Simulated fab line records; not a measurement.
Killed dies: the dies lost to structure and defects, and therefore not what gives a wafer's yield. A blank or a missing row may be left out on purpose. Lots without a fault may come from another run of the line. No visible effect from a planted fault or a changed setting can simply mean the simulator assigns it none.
Chamber matching	flow n5Finfet	4 sister chambers for N5_BEOL_M15_ETCH_61 on rieDiel-03
The step etches BARC in N2/H2, target depth 89 nm, overetch 26.7 nm, time 67.9 s. 8 wafers are shown with their chamber, then 11 later ones without.

## WAFERS WITH THEIR CHAMBER
wafer	chamber	showerheadPlenumPTorr (Torr)	throttleValvePct (%)
L083.5	0	2.52	17.81
L082.2	3	2.66	17.95
L082.3	1	2.45	17.50
L082.5	0	2.52	17.80
L086.3	1	2.44	17.50
L086.4	3	2.65	17.98
L086.5	2	2.41	17.61
L093.1	2	2.41	17.64

## WAFERS WITHOUT THEIR CHAMBER
wafer	showerheadPlenumPTorr (Torr)	throttleValvePct (%)
L093.4	2.44	17.53
L093.5	2.44	17.50
L095.2	2.51	17.83
L095.3	2.65	17.98
L095.5	2.65	17.99
L096.1	2.44	17.55
L096.3	2.51	17.87
L096.5	2.44	17.53
L097.1	2.40	17.69
L097.2	2.64	18.03
L097.3	2.43	17.56

## THE CHAMBER EACH PASSED THROUGH
wafer	from the rows above	in truth
L093.4	1	1
L093.5	1	1
L095.2	0	0
L095.3	3	3
L095.5	3	3
L096.1	1	1
L096.3	0	0
L096.5	1	1
L097.1	2	2
L097.2	3	3
L097.3	can't be placed: 1 or 2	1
10 of 11 placed correctly. Not placeable from these rows: 1 (in 1, the candidates include the true chamber). Placed wrongly: 0.
How it was worked out, from the rows above alone: a wafer's distance from a chamber is the root of the sum, over the readings, of the square of ((its reading less the chamber's mean) divided by the reading's scatter). If the next closest chamber is less than 2 further off than the closest, the wafer can't be placed; otherwise it belongs to the closest. For every chamber, the mean is computed from those of its wafers that are shown. How the scatter is found: for the shown wafers, subtract from each reading the mean of its chamber, square and add these, divide the total by (wafers less chambers), then take the root.
